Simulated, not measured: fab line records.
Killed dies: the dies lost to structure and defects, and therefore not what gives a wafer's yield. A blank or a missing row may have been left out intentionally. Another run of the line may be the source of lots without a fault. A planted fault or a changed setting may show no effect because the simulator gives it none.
What tool caused it? / flow n5_finfet / 15 lots with 37 wafers sampled at 7 steps, on a route of 1938 steps

## WHAT THE GAUGES READ, wafer by wafer
N5_FIN_SAQP_CD_MEAS_31 targets a cd of 8 nm.
lot=L680; measured=day 2 01:58; on=cd_sem-03; cd_nm (nm)=8.07 8.08 8.23
lot=L681; measured=day 2 07:50; on=cd_sem-03; cd_nm (nm)=8.36 8.65 8.63
lot=L682; measured=day 2 14:43; on=cd_sem-02; cd_nm (nm)=8.07 8.53 8.07
lot=L683; measured=day 2 20:20; on=cd_sem-03; cd_nm (nm)=7.99 8.04
lot=L684; measured=day 3 03:50; on=cd_sem-02; cd_nm (nm)=7.78 8.35 7.81
lot=L685; measured=day 3 09:02; on=cd_sem-01; cd_nm (nm)=8.44 8.24 7.92
lot=L686; measured=day 3 15:20; on=cd_sem-01; cd_nm (nm)=8.01 8.40
lot=L687; measured=day 3 19:24; on=cd_sem-01; cd_nm (nm)=8.11 8.28
lot=L689; measured=day 4 08:41; on=cd_sem-03; cd_nm (nm)=8.15 8.10
lot=L692; measured=day 5 03:19; on=cd_sem-01; cd_nm (nm)=8.45 3.15
lot=L693; measured=day 5 09:29; on=cd_sem-02; cd_nm (nm)=3.18 7.93
lot=L697; measured=day 6 13:30; on=cd_sem-03; cd_nm (nm)=3.41 7.85
lot=L700; measured=day 7 02:01; on=cd_sem-01; cd_nm (nm)=7.79 8.13
lot=L702; measured=day 7 17:23; on=cd_sem-01; cd_nm (nm)=8.03 8.26 8.29
lot=L703; measured=day 7 23:58; on=cd_sem-02; cd_nm (nm)=8.14 8.43 8.15

N5_FIN_SAQP_CD_MEAS_37 targets a cd of 8 nm.
lot=L680; measured=day 2 02:31; on=cd_sem-02; cd_nm (nm)=8.10 8.97 7.93
lot=L681; measured=day 2 08:37; on=cd_sem-02; cd_nm (nm)=8.54 8.55 8.60
lot=L682; measured=day 2 15:15; on=cd_sem-02; cd_nm (nm)=8.05 8.32 8.20
lot=L683; measured=day 2 20:47; on=cd_sem-02; cd_nm (nm)=8.15 8.33
lot=L684; measured=day 3 04:17; on=cd_sem-02; cd_nm (nm)=8.11 8.11 7.91
lot=L685; measured=day 3 09:29; on=cd_sem-03; cd_nm (nm)=8.24 8.05 7.75
lot=L686; measured=day 3 15:47; on=cd_sem-03; cd_nm (nm)=8.26 8.44
lot=L687; measured=day 3 19:52; on=cd_sem-02; cd_nm (nm)=8.18 8.52
lot=L689; measured=day 4 09:08; on=cd_sem-03; cd_nm (nm)=8.02 8.44
lot=L692; measured=day 5 03:48; on=cd_sem-03; cd_nm (nm)=8.33 3.42
lot=L693; measured=day 5 09:56; on=cd_sem-02; cd_nm (nm)=3.27 8.05
lot=L697; measured=day 6 13:58; on=cd_sem-01; cd_nm (nm)=3.61 7.60
lot=L700; measured=day 7 02:50; on=cd_sem-03; cd_nm (nm)=8.58 8.94
lot=L702; measured=day 7 17:57; on=cd_sem-01; cd_nm (nm)=7.82 7.95 8.03
lot=L703; measured=day 8 00:38; on=cd_sem-03; cd_nm (nm)=7.69 8.79 7.59

N5_STI_FIN_REVEAL_CD_MEAS_22: target cd 6.238 nm, pitch 28 nm.
lot=L680; measured=day 2 12:43; on=cd_sem-03; cd_nm (nm)=6.0 6.9 6.0
lot=L681; measured=day 2 20:48; on=cd_sem-03; cd_nm (nm)=6.9 6.6 6.6
lot=L682; measured=day 3 01:22; on=cd_sem-02; cd_nm (nm)=6.2 6.0 6.1
lot=L683; measured=day 3 07:49; on=cd_sem-02; cd_nm (nm)=6.1 6.3
lot=L684; measured=day 3 15:00; on=cd_sem-03; cd_nm (nm)=6.0 6.4 6.4
lot=L685; measured=day 3 20:08; on=cd_sem-03; cd_nm (nm)=6.8 6.3 6.1
lot=L686; measured=day 4 01:58; on=cd_sem-02; cd_nm (nm)=6.7 6.5
lot=L687; measured=day 4 06:47; on=cd_sem-02; cd_nm (nm)=6.9 5.9
lot=L689; measured=day 4 19:16; on=cd_sem-01; cd_nm (nm)=5.7 6.2
lot=L692; measured=day 5 15:04; on=cd_sem-02; cd_nm (nm)=6.2 1.8
lot=L693; measured=day 5 21:32; on=cd_sem-02; cd_nm (nm)=0.7 6.3
lot=L697; measured=day 7 00:20; on=cd_sem-01; cd_nm (nm)=2.0 6.1
lot=L700; measured=day 7 13:07; on=cd_sem-03; cd_nm (nm)=6.3 7.0
lot=L702; measured=day 8 05:26; on=cd_sem-01; cd_nm (nm)=6.0 6.4 5.8
lot=L703; measured=day 8 12:27; on=cd_sem-03; cd_nm (nm)=6.2 6.8 6.1

## WHICH TOOL RAN EACH LOT (tool, then ch and the chambers of the sampled wafers, then the start)
lot=L680; N5_FIN_SAQP_ETCH_57=rie_diel-02 ch 0,2,3, day 2 00:21; N5_FIN_SAQP_SPACER2_ALD_28=ald_sin-02 ch 1,2,3, day 2 01:19; N5_FIN_SAQP_HM_OPEN_33=rie_diel-02 ch 0,2,3, day 2 02:07; N5_FIN_SAQP_ETCH_34=rie_diel-02 ch 0,2,3, day 2 02:11
lot=L681; N5_FIN_SAQP_ETCH_57=rie_diel-01 ch 0,1, day 2 06:06; N5_FIN_SAQP_SPACER2_ALD_28=ald_sin-03 ch 0,1,3, day 2 07:04; N5_FIN_SAQP_HM_OPEN_33=rie_diel-02 ch 0,1,3, day 2 08:13; N5_FIN_SAQP_ETCH_34=rie_diel-02 ch 0,1,3, day 2 08:17
lot=L682; N5_FIN_SAQP_ETCH_57=rie_diel-01 ch 0,1,3, day 2 13:06; N5_FIN_SAQP_SPACER2_ALD_28=ald_sin-03 ch 0,3, day 2 14:11; N5_FIN_SAQP_HM_OPEN_33=rie_diel-05 ch 0,2,3, day 2 14:50; N5_FIN_SAQP_ETCH_34=rie_diel-05 ch 0,2,3, day 2 14:55
lot=L683; N5_FIN_SAQP_ETCH_57=rie_diel-05 ch 2,3, day 2 18:52; N5_FIN_SAQP_SPACER2_ALD_28=ald_sin-02 ch 0,1, day 2 19:57; N5_FIN_SAQP_HM_OPEN_33=rie_diel-01 ch 0,3, day 2 20:24; N5_FIN_SAQP_ETCH_34=rie_diel-01 ch 0,3, day 2 20:27
lot=L684; N5_FIN_SAQP_ETCH_57=rie_diel-05 ch 1,2, day 3 02:19; N5_FIN_SAQP_SPACER2_ALD_28=ald_sin-04 ch 1,2,3, day 3 03:19; N5_FIN_SAQP_HM_OPEN_33=rie_diel-02 ch 0,1, day 3 03:53; N5_FIN_SAQP_ETCH_34=rie_diel-02 ch 0,1, day 3 03:57
lot=L685; N5_FIN_SAQP_ETCH_57=rie_diel-05 ch 1,2,3, day 3 06:14; N5_FIN_SAQP_SPACER2_ALD_28=ald_sin-02 ch 0,1,3, day 3 08:30; N5_FIN_SAQP_HM_OPEN_33=rie_diel-02 ch 1,2,3, day 3 09:05; N5_FIN_SAQP_ETCH_34=rie_diel-02 ch 1,2,3, day 3 09:09
lot=L686; N5_FIN_SAQP_ETCH_57=rie_diel-05 ch 2,3, day 3 13:50; N5_FIN_SAQP_SPACER2_ALD_28=ald_sin-03 ch 1,3, day 3 14:49; N5_FIN_SAQP_HM_OPEN_33=rie_diel-01 ch 0,3, day 3 15:23; N5_FIN_SAQP_ETCH_34=rie_diel-01 ch 0,3, day 3 15:27
lot=L687; N5_FIN_SAQP_ETCH_57=rie_diel-02 ch 1,3, day 3 17:24; N5_FIN_SAQP_SPACER2_ALD_28=ald_sin-02 ch 2,3, day 3 18:38; N5_FIN_SAQP_HM_OPEN_33=rie_diel-02 ch 1,3, day 3 19:28; N5_FIN_SAQP_ETCH_34=rie_diel-02 ch 1,3, day 3 19:32
lot=L689; N5_FIN_SAQP_ETCH_57=rie_diel-02 ch 1,2, day 4 06:34; N5_FIN_SAQP_SPACER2_ALD_28=ald_sin-02 ch 1,2, day 4 08:10; N5_FIN_SAQP_HM_OPEN_33=rie_diel-02 ch 0,1, day 4 08:44; N5_FIN_SAQP_ETCH_34=rie_diel-02 ch 0,1, day 4 08:48
lot=L692; N5_FIN_SAQP_ETCH_57=rie_diel-05 ch 0,1, day 5 01:24; N5_FIN_SAQP_SPACER2_ALD_28=ald_sin-02 ch 0,3, day 5 02:49; N5_FIN_SAQP_HM_OPEN_33=rie_diel-05 ch 2,3, day 5 03:25; N5_FIN_SAQP_ETCH_34=rie_diel-05 ch 2,3, day 5 03:28
lot=L693; N5_FIN_SAQP_ETCH_57=rie_diel-01 ch 2,3, day 5 07:59; N5_FIN_SAQP_SPACER2_ALD_28=ald_sin-02 ch 2,3, day 5 08:58; N5_FIN_SAQP_HM_OPEN_33=rie_diel-02 ch 1,3, day 5 09:32; N5_FIN_SAQP_ETCH_34=rie_diel-02 ch 1,3, day 5 09:36
lot=L697; N5_FIN_SAQP_ETCH_57=rie_diel-05 ch 0,2, day 6 11:29; N5_FIN_SAQP_SPACER2_ALD_28=ald_sin-02 ch 1,3, day 6 12:52; N5_FIN_SAQP_HM_OPEN_33=rie_diel-01 ch 0,3, day 6 13:34; N5_FIN_SAQP_ETCH_34=rie_diel-01 ch 0,3, day 6 13:38
lot=L700; N5_FIN_SAQP_ETCH_57=rie_diel-02 ch 3, day 7 00:21; N5_FIN_SAQP_SPACER2_ALD_28=ald_sin-03 ch 1,3, day 7 01:22; N5_FIN_SAQP_HM_OPEN_33=rie_diel-01 ch 2, day 7 02:26; N5_FIN_SAQP_ETCH_34=rie_diel-01 ch 2, day 7 02:30
lot=L702; N5_FIN_SAQP_ETCH_57=rie_diel-01 ch 0,2,3, day 7 14:31; N5_FIN_SAQP_SPACER2_ALD_28=ald_sin-04 ch 1,2,3, day 7 16:51; N5_FIN_SAQP_HM_OPEN_33=rie_diel-05 ch 0,3, day 7 17:33; N5_FIN_SAQP_ETCH_34=rie_diel-05 ch 0,3, day 7 17:37
lot=L703; N5_FIN_SAQP_ETCH_57=rie_diel-05 ch 1,2,3, day 7 22:13; N5_FIN_SAQP_SPACER2_ALD_28=ald_sin-04 ch 0,1, day 7 23:26; N5_FIN_SAQP_HM_OPEN_33=rie_diel-05 ch 2,3, day 8 00:14; N5_FIN_SAQP_ETCH_34=rie_diel-05 ch 2,3, day 8 00:19
- N5_FIN_SAQP_ETCH_57: etches SiNx in CH3F/O2, target depth 32.5 nm, time 46.4 s.
- N5_FIN_SAQP_SPACER2_ALD_28: deposits SiO2, target thk 8.1 nm, pulse time 1 s, purge time 2 s.
- N5_FIN_SAQP_HM_OPEN_33: chemistry CH3F/O2, target SiNx, target depth 49.4 nm, time 70.6 s.
- N5_FIN_SAQP_ETCH_34: etches SiO2 in C4F6/O2, target depth 45 nm, time 15 s.

## WHAT THE TOOLS THEMSELVES READ (means of the sampled wafers that have a number; where no wafer has one, the mark that the record gives instead)
N5_FIN_SAQP_ETCH_57.
lot=L680; tool=rie_diel-02; drypump_motor_current_A (A)=5.5; etch_rf_on_time_s (s)=45.1; oes_o_777_au (a.u.)=0.85; oes_product_au (a.u.)=0.74; rf_vpp_V (V)=300; showerhead_plenum_p_Torr (Torr)=2.06; throttle_valve_pct (%)=16.24
lot=L681; tool=rie_diel-01; drypump_motor_current_A (A)=5.9; etch_rf_on_time_s (s)=47.1; oes_o_777_au (a.u.)=0.70; oes_product_au (a.u.)=0.61; rf_vpp_V (V)=303; showerhead_plenum_p_Torr (Torr)=1.89; throttle_valve_pct (%)=16.61
lot=L682; tool=rie_diel-01; drypump_motor_current_A (A)=5.8; etch_rf_on_time_s (s)=46.6; oes_o_777_au (a.u.)=0.73; oes_product_au (a.u.)=0.64; rf_vpp_V (V)=300; showerhead_plenum_p_Torr (Torr)=1.94; throttle_valve_pct (%)=16.64
lot=L683; tool=rie_diel-05; drypump_motor_current_A (A)=5.2; etch_rf_on_time_s (s)=46.7; oes_o_777_au (a.u.)=0.81; oes_product_au (a.u.)=0.70; rf_vpp_V (V)=302; showerhead_plenum_p_Torr (Torr)=2.04; throttle_valve_pct (%)=16.27
lot=L684; tool=rie_diel-05; drypump_motor_current_A (A)=5.5; etch_rf_on_time_s (s)=46.2; oes_o_777_au (a.u.)=0.79; oes_product_au (a.u.)=0.67; rf_vpp_V (V)=306; showerhead_plenum_p_Torr (Torr)=2.09; throttle_valve_pct (%)=16.04
lot=L685; tool=rie_diel-05; drypump_motor_current_A (A)=5.3; etch_rf_on_time_s (s)=45.0; oes_o_777_au (a.u.)=0.81; oes_product_au (a.u.)=0.70; rf_vpp_V (V)=305; showerhead_plenum_p_Torr (Torr)=2.07; throttle_valve_pct (%)=16.14
lot=L686; tool=rie_diel-05; drypump_motor_current_A (A)=5.2; etch_rf_on_time_s (s)=46.4; oes_o_777_au (a.u.)=0.79; oes_product_au (a.u.)=0.69; rf_vpp_V (V)=302; showerhead_plenum_p_Torr (Torr)=2.04; throttle_valve_pct (%)=16.27
lot=L687; tool=rie_diel-02; drypump_motor_current_A (A)=5.1; etch_rf_on_time_s (s)=45.8; oes_o_777_au (a.u.)=0.84; oes_product_au (a.u.)=0.69; rf_vpp_V (V)=298; showerhead_plenum_p_Torr (Torr)=2.08; throttle_valve_pct (%)=16.32
lot=L689; tool=rie_diel-02; drypump_motor_current_A (A)=5.7; etch_rf_on_time_s (s)=46.4; oes_o_777_au (a.u.)=0.83; oes_product_au (a.u.)=0.73; rf_vpp_V (V)=296; showerhead_plenum_p_Torr (Torr)=2.14; throttle_valve_pct (%)=16.30
lot=L692; tool=rie_diel-05; drypump_motor_current_A (A)=5.5; etch_rf_on_time_s (s)=45.0; oes_o_777_au (a.u.)=0.89; oes_product_au (a.u.)=0.74; rf_vpp_V (V)=301; showerhead_plenum_p_Torr (Torr)=2.04; throttle_valve_pct (%)=16.14
lot=L693; tool=rie_diel-01; drypump_motor_current_A (A)=5.5; etch_rf_on_time_s (s)=46.7; oes_o_777_au (a.u.)=0.79; oes_product_au (a.u.)=0.70; rf_vpp_V (V)=300; showerhead_plenum_p_Torr (Torr)=2.02; throttle_valve_pct (%)=16.25
lot=L697; tool=rie_diel-05; drypump_motor_current_A (A)=5.3; etch_rf_on_time_s (s)=45.3; oes_o_777_au (a.u.)=0.81; oes_product_au (a.u.)=0.70; rf_vpp_V (V)=296; showerhead_plenum_p_Torr (Torr)=2.00; throttle_valve_pct (%)=16.33
lot=L700; tool=rie_diel-02; drypump_motor_current_A (A)=5.2; etch_rf_on_time_s (s)=44.6; oes_o_777_au (a.u.)=0.82; oes_product_au (a.u.)=0.67; rf_vpp_V (V)=296; showerhead_plenum_p_Torr (Torr)=2.01; throttle_valve_pct (%)=16.41
lot=L702; tool=rie_diel-01; drypump_motor_current_A (A)=5.7; etch_rf_on_time_s (s)=47.5; oes_o_777_au (a.u.)=0.75; oes_product_au (a.u.)=0.65; rf_vpp_V (V)=301; showerhead_plenum_p_Torr (Torr)=1.97; throttle_valve_pct (%)=16.37
lot=L703; tool=rie_diel-05; drypump_motor_current_A (A)=5.3; etch_rf_on_time_s (s)=46.1; oes_o_777_au (a.u.)=0.77; oes_product_au (a.u.)=0.66; rf_vpp_V (V)=305; showerhead_plenum_p_Torr (Torr)=2.05; throttle_valve_pct (%)=16.22

N5_FIN_SAQP_SPACER2_ALD_28.
lot=L680; tool=ald_sin-02; heater_power_w (W)=447; precursor_pulse_height_rel=0.991; susceptor_temp_C (C)=299.98
lot=L681; tool=ald_sin-03; heater_power_w (W)=434; precursor_pulse_height_rel=1.014; susceptor_temp_C (C)=300.05
lot=L682; tool=ald_sin-03; heater_power_w (W)=423; precursor_pulse_height_rel=0.994; susceptor_temp_C (C)=299.98
lot=L683; tool=ald_sin-02; heater_power_w (W)=444; precursor_pulse_height_rel=1.001; susceptor_temp_C (C)=300.06
lot=L684; tool=ald_sin-04; heater_power_w (W)=492; precursor_pulse_height_rel=1.003; susceptor_temp_C (C)=300.05
lot=L685; tool=ald_sin-02; heater_power_w (W)=428; precursor_pulse_height_rel=1.019; susceptor_temp_C (C)=299.92
lot=L686; tool=ald_sin-03; heater_power_w (W)=434; precursor_pulse_height_rel=0.986; susceptor_temp_C (C)=299.80
lot=L687; tool=ald_sin-02; heater_power_w (W)=471; precursor_pulse_height_rel=0.999; susceptor_temp_C (C)=300.02
lot=L689; tool=ald_sin-02; heater_power_w (W)=472; precursor_pulse_height_rel=1.018; susceptor_temp_C (C)=300.03
lot=L692; tool=ald_sin-02; heater_power_w (W)=438; precursor_pulse_height_rel=0.986; susceptor_temp_C (C)=299.94
lot=L693; tool=ald_sin-02; heater_power_w (W)=480; precursor_pulse_height_rel=1.007; susceptor_temp_C (C)=300.24
lot=L697; tool=ald_sin-02; heater_power_w (W)=422; precursor_pulse_height_rel=0.986; susceptor_temp_C (C)=299.81
lot=L700; tool=ald_sin-03; heater_power_w (W)=427; precursor_pulse_height_rel=0.985; susceptor_temp_C (C)=299.94
lot=L702; tool=ald_sin-04; heater_power_w (W)=493; precursor_pulse_height_rel=1.002; susceptor_temp_C (C)=299.87
lot=L703; tool=ald_sin-04; heater_power_w (W)=431; precursor_pulse_height_rel=0.987; susceptor_temp_C (C)=299.95

N5_FIN_SAQP_HM_OPEN_33.
lot=L680; tool=rie_diel-02; drypump_motor_current_A (A)=5.5; etch_rf_on_time_s (s)=67.6; oes_o_777_au (a.u.)=0.85; oes_product_au (a.u.)=0.74; rf_vpp_V (V)=300; showerhead_plenum_p_Torr (Torr)=2.06; throttle_valve_pct (%)=16.23
lot=L681; tool=rie_diel-02; drypump_motor_current_A (A)=5.0; etch_rf_on_time_s (s)=67.7; oes_o_777_au (a.u.)=0.83; oes_product_au (a.u.)=0.71; rf_vpp_V (V)=301; showerhead_plenum_p_Torr (Torr)=2.06; throttle_valve_pct (%)=16.23
lot=L682; tool=rie_diel-05; drypump_motor_current_A (A)=5.2; etch_rf_on_time_s (s)=67.2; oes_o_777_au (a.u.)=0.88; oes_product_au (a.u.)=0.75; rf_vpp_V (V)=300; showerhead_plenum_p_Torr (Torr)=2.02; throttle_valve_pct (%)=16.27
lot=L683; tool=rie_diel-01; drypump_motor_current_A (A)=5.8; etch_rf_on_time_s (s)=70.5; oes_o_777_au (a.u.)=0.78; oes_product_au (a.u.)=0.67; rf_vpp_V (V)=298; showerhead_plenum_p_Torr (Torr)=1.95; throttle_valve_pct (%)=16.51
lot=L684; tool=rie_diel-02; drypump_motor_current_A (A)=4.9; etch_rf_on_time_s (s)=67.2; oes_o_777_au (a.u.)=0.80; oes_product_au (a.u.)=0.70; rf_vpp_V (V)=305; showerhead_plenum_p_Torr (Torr)=2.04; throttle_valve_pct (%)=16.15
lot=L685; tool=rie_diel-02; drypump_motor_current_A (A)=5.5; etch_rf_on_time_s (s)=68.7; oes_o_777_au (a.u.)=0.84; oes_product_au (a.u.)=0.73; rf_vpp_V (V)=296; showerhead_plenum_p_Torr (Torr)=2.10; throttle_valve_pct (%)=16.31
lot=L686; tool=rie_diel-01; drypump_motor_current_A (A)=5.9; etch_rf_on_time_s (s)=67.6; oes_o_777_au (a.u.)=0.77; oes_product_au (a.u.)=0.66; rf_vpp_V (V)=298; showerhead_plenum_p_Torr (Torr)=1.95; throttle_valve_pct (%)=16.53
lot=L687; tool=rie_diel-02; drypump_motor_current_A (A)=5.1; etch_rf_on_time_s (s)=69.3; oes_o_777_au (a.u.)=0.83; oes_product_au (a.u.)=0.70; rf_vpp_V (V)=298; showerhead_plenum_p_Torr (Torr)=2.08; throttle_valve_pct (%)=16.34
lot=L689; tool=rie_diel-02; drypump_motor_current_A (A)=5.0; etch_rf_on_time_s (s)=70.0; oes_o_777_au (a.u.)=0.80; oes_product_au (a.u.)=0.70; rf_vpp_V (V)=302; showerhead_plenum_p_Torr (Torr)=2.06; throttle_valve_pct (%)=16.20
lot=L692; tool=rie_diel-05; drypump_motor_current_A (A)=5.2; etch_rf_on_time_s (s)=71.9; oes_o_777_au (a.u.)=0.77; oes_product_au (a.u.)=0.67; rf_vpp_V (V)=302; showerhead_plenum_p_Torr (Torr)=2.04; throttle_valve_pct (%)=16.30
lot=L693; tool=rie_diel-02; drypump_motor_current_A (A)=5.1; etch_rf_on_time_s (s)=67.5; oes_o_777_au (a.u.)=0.81; oes_product_au (a.u.)=0.69; rf_vpp_V (V)=298; showerhead_plenum_p_Torr (Torr)=2.08; throttle_valve_pct (%)=16.35
lot=L697; tool=rie_diel-01; drypump_motor_current_A (A)=5.8; etch_rf_on_time_s (s)=70.9; oes_o_777_au (a.u.)=0.74; oes_product_au (a.u.)=0.64; rf_vpp_V (V)=300; showerhead_plenum_p_Torr (Torr)=1.95; throttle_valve_pct (%)=16.57
lot=L700; tool=rie_diel-01; drypump_motor_current_A (A)=5.2; etch_rf_on_time_s (s)=72.2; oes_o_777_au (a.u.)=0.76; oes_product_au (a.u.)=0.69; rf_vpp_V (V)=302; showerhead_plenum_p_Torr (Torr)=2.01; throttle_valve_pct (%)=15.90
lot=L702; tool=rie_diel-05; drypump_motor_current_A (A)=5.3; etch_rf_on_time_s (s)=67.5; oes_o_777_au (a.u.)=0.90; oes_product_au (a.u.)=0.76; rf_vpp_V (V)=297; showerhead_plenum_p_Torr (Torr)=1.97; throttle_valve_pct (%)=16.35
lot=L703; tool=rie_diel-05; drypump_motor_current_A (A)=5.1; etch_rf_on_time_s (s)=71.4; oes_o_777_au (a.u.)=0.79; oes_product_au (a.u.)=0.67; rf_vpp_V (V)=302; showerhead_plenum_p_Torr (Torr)=2.03; throttle_valve_pct (%)=16.34

N5_FIN_SAQP_ETCH_34.
lot=L680; tool=rie_diel-02; drypump_motor_current_A (A)=5.5; etch_rf_on_time_s (s)=14.7; oes_o_777_au (a.u.)=0.86; oes_product_au (a.u.)=0.74; rf_vpp_V (V)=670; showerhead_plenum_p_Torr (Torr)=2.93; throttle_valve_pct (%)=20.98
lot=L681; tool=rie_diel-02; drypump_motor_current_A (A)=5.0; etch_rf_on_time_s (s)=14.9; oes_o_777_au (a.u.)=0.83; oes_product_au (a.u.)=0.71; rf_vpp_V (V)=674; showerhead_plenum_p_Torr (Torr)=2.92; throttle_valve_pct (%)=20.98
lot=L682; tool=rie_diel-05; drypump_motor_current_A (A)=5.2; etch_rf_on_time_s (s)=14.9; oes_o_777_au (a.u.)=0.87; oes_product_au (a.u.)=0.74; rf_vpp_V (V)=671; showerhead_plenum_p_Torr (Torr)=2.87; throttle_valve_pct (%)=21.02
lot=L683; tool=rie_diel-01; drypump_motor_current_A (A)=5.8; etch_rf_on_time_s (s)=15.1; oes_o_777_au (a.u.)=0.76; oes_product_au (a.u.)=0.66; rf_vpp_V (V)=672; showerhead_plenum_p_Torr (Torr)=2.79; throttle_valve_pct (%)=21.25
lot=L684; tool=rie_diel-02; drypump_motor_current_A (A)=4.9; etch_rf_on_time_s (s)=15.0; oes_o_777_au (a.u.)=0.81; oes_product_au (a.u.)=0.70; rf_vpp_V (V)=682; showerhead_plenum_p_Torr (Torr)=2.90; throttle_valve_pct (%)=20.88
lot=L685; tool=rie_diel-02; drypump_motor_current_A (A)=5.5; etch_rf_on_time_s (s)=15.2; oes_o_777_au (a.u.)=0.84; oes_product_au (a.u.)=0.73; rf_vpp_V (V)=664; showerhead_plenum_p_Torr (Torr)=2.99; throttle_valve_pct (%)=21.10
lot=L686; tool=rie_diel-01; drypump_motor_current_A (A)=5.8; etch_rf_on_time_s (s)=14.9; oes_o_777_au (a.u.)=0.76; oes_product_au (a.u.)=0.66; rf_vpp_V (V)=670; showerhead_plenum_p_Torr (Torr)=2.79; throttle_valve_pct (%)=21.27
lot=L687; tool=rie_diel-02; drypump_motor_current_A (A)=5.1; etch_rf_on_time_s (s)=14.9; oes_o_777_au (a.u.)=0.83; oes_product_au (a.u.)=0.70; rf_vpp_V (V)=668; showerhead_plenum_p_Torr (Torr)=2.96; throttle_valve_pct (%)=21.11
lot=L689; tool=rie_diel-02; drypump_motor_current_A (A)=5.0; etch_rf_on_time_s (s)=15.1; oes_o_777_au (a.u.)=0.80; oes_product_au (a.u.)=0.69; rf_vpp_V (V)=679; showerhead_plenum_p_Torr (Torr)=2.93; throttle_valve_pct (%)=20.95
lot=L692; tool=rie_diel-05; drypump_motor_current_A (A)=5.2; etch_rf_on_time_s (s)=15.1; oes_o_777_au (a.u.)=0.77; oes_product_au (a.u.)=0.68; rf_vpp_V (V)=677; showerhead_plenum_p_Torr (Torr)=2.90; throttle_valve_pct (%)=20.99
lot=L693; tool=rie_diel-02; drypump_motor_current_A (A)=5.1; etch_rf_on_time_s (s)=14.9; oes_o_777_au (a.u.)=0.81; oes_product_au (a.u.)=0.69; rf_vpp_V (V)=667; showerhead_plenum_p_Torr (Torr)=2.95; throttle_valve_pct (%)=21.13
lot=L697; tool=rie_diel-01; drypump_motor_current_A (A)=5.9; etch_rf_on_time_s (s)=15.1; oes_o_777_au (a.u.)=0.74; oes_product_au (a.u.)=0.64; rf_vpp_V (V)=669; showerhead_plenum_p_Torr (Torr)=2.78; throttle_valve_pct (%)=21.31
lot=L700; tool=rie_diel-01; drypump_motor_current_A (A)=5.2; etch_rf_on_time_s (s)=15.6; oes_o_777_au (a.u.)=0.75; oes_product_au (a.u.)=0.68; rf_vpp_V (V)=680; showerhead_plenum_p_Torr (Torr)=2.87; throttle_valve_pct (%)=20.61
lot=L702; tool=rie_diel-05; drypump_motor_current_A (A)=5.3; etch_rf_on_time_s (s)=14.6; oes_o_777_au (a.u.)=0.90; oes_product_au (a.u.)=0.76; rf_vpp_V (V)=664; showerhead_plenum_p_Torr (Torr)=2.81; throttle_valve_pct (%)=21.17
lot=L703; tool=rie_diel-05; drypump_motor_current_A (A)=5.1; etch_rf_on_time_s (s)=15.0; oes_o_777_au (a.u.)=0.78; oes_product_au (a.u.)=0.68; rf_vpp_V (V)=679; showerhead_plenum_p_Torr (Torr)=2.88; throttle_valve_pct (%)=21.04

## THE ANSWER, worked out from the rows above alone
Rule: usual is defined by the lots themselves. The widest of any qualifying gaps counts: lots, ordered by their means at a reading, are off when they make up no more than a third of the lots, leave a main group of 4 or more, and stand apart from it by 3 or more times the standard deviation of that group's means. A main group is skipped when, at the precision printed for the reading in the tables above, its means are all equal. A lot without any number at a reading at which 4 lots or more have one is off too. Where the step has rows for the other lots, those lots are counted as sound. Order of review: gauges by route order, followed by the tools' own readings, for which a lot's mean as printed above is used. The first step at which some lot is off is used, and at that step the reading that is off furthest; a lot without a number counts as furthest.
Off: L692, L693, L697 (N5_FIN_SAQP_CD_MEAS_31, cd_nm). For the main group the mean is 8.17 nm and the standard deviation 0.15.
A tool fits if, at a process step before that reading, it ran every lot that is off, and no sound lot after the first of them. Those tools and the gauges at N5_FIN_SAQP_CD_MEAS_31 are tried in the same way. One fits: N5_FIN_SAQP_SPACER2_ALD_28 on ald_sin-02. Its last sound lot is L689 (day 4 08:10), its first lot that is off L692 (day 5 02:49): a fault that began between those two fits.

## WHAT HAD BEEN PUT IN BY THE SIMULATOR
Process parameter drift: ald_sin-02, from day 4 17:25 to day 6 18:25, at N5_FIN_SAQP_SPACER2_ALD_28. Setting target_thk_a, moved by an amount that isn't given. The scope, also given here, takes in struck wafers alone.
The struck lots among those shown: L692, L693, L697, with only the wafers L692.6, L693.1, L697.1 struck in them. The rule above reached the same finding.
